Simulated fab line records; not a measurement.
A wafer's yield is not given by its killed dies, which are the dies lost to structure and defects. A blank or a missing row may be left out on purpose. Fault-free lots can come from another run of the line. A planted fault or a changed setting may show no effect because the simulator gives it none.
Chamber matching	flow nand harc	NHARC_A_CHANNEL_FILL_D2_ETCHBACK_20 on rie diel-03: 4 sister chambers
The step etches the open film in C4F8/O2/Ar, target depth 27 nm, time 13.5 s. 18 wafers are shown with their chamber, then 9 later ones without.

WAFERS, EACH WITH ITS CHAMBER
wafer	chamber	rf vpp V (V)	oes product au (a.u.)
L076.1	2	974	0.991
L076.5	3	988	0.991
L076.6	2	976	0.997
L077.1	2	974	0.991
L077.5	2	975	0.996
L077.6	3	989	0.991
L078.2	1	978	0.947
L078.5	0	970	0.945
L078.6	1	978	0.954
L081.2	1	979	0.994
L081.4	0	971	1.016
L081.6	0	972	1.012
L081.1	2	975	0.986
L081.3	3	987	0.990
L081.5	1	977	1.005
L085.1	3	989	0.968
L085.2	2	976	0.981
L085.3	0	972	0.981

SIGNATURES, as means of the wafers listed above
reading	chamber 0	chamber 1	chamber 2	chamber 3	scatter within a chamber
rf vpp V	971.25	978.00	975.00	988.25	0.906
oes product au	0.98850	0.97500	0.99033	0.98500	0.0212
Rule: a wafer's distance from a chamber is the root of the sum, over the readings, of the square of ((its reading less the chamber's mean) divided by the reading's scatter). If the next closest chamber is less than 2 further off than the closest, the wafer can't be placed; otherwise it belongs to the closest. The scatter: the root of (the sum of the squares of (reading less its chamber's mean) over the shown wafers, divided by (wafers less chambers)).

WAFERS WITHOUT THEIR CHAMBER
wafer	rf vpp V (V)	oes product au (a.u.)
L087.3	987	1.005
L087.5	987	0.984
L087.6	973	1.008
L091.2	975	0.988
L091.3	989	0.989
L091.5	971	1.013
L097.3	976	0.991
L097.5	987	1.006
L097.6	975	1.003

WHICH CHAMBER EACH ONE RAN IN
wafer	from the rows above	in truth
L087.3	3	3
L087.5	3	3
L087.6	can't be placed: 0 or 2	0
L091.2	2	2
L091.3	3	3
L091.5	0	0
L097.3	can't be placed: 2 or 1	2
L097.5	3	3
L097.6	2	2
Correct placement for 7 of the 9. Can't be placed from these rows: 2 (the true chamber is among the candidates in 2). Wrongly placed: 0.
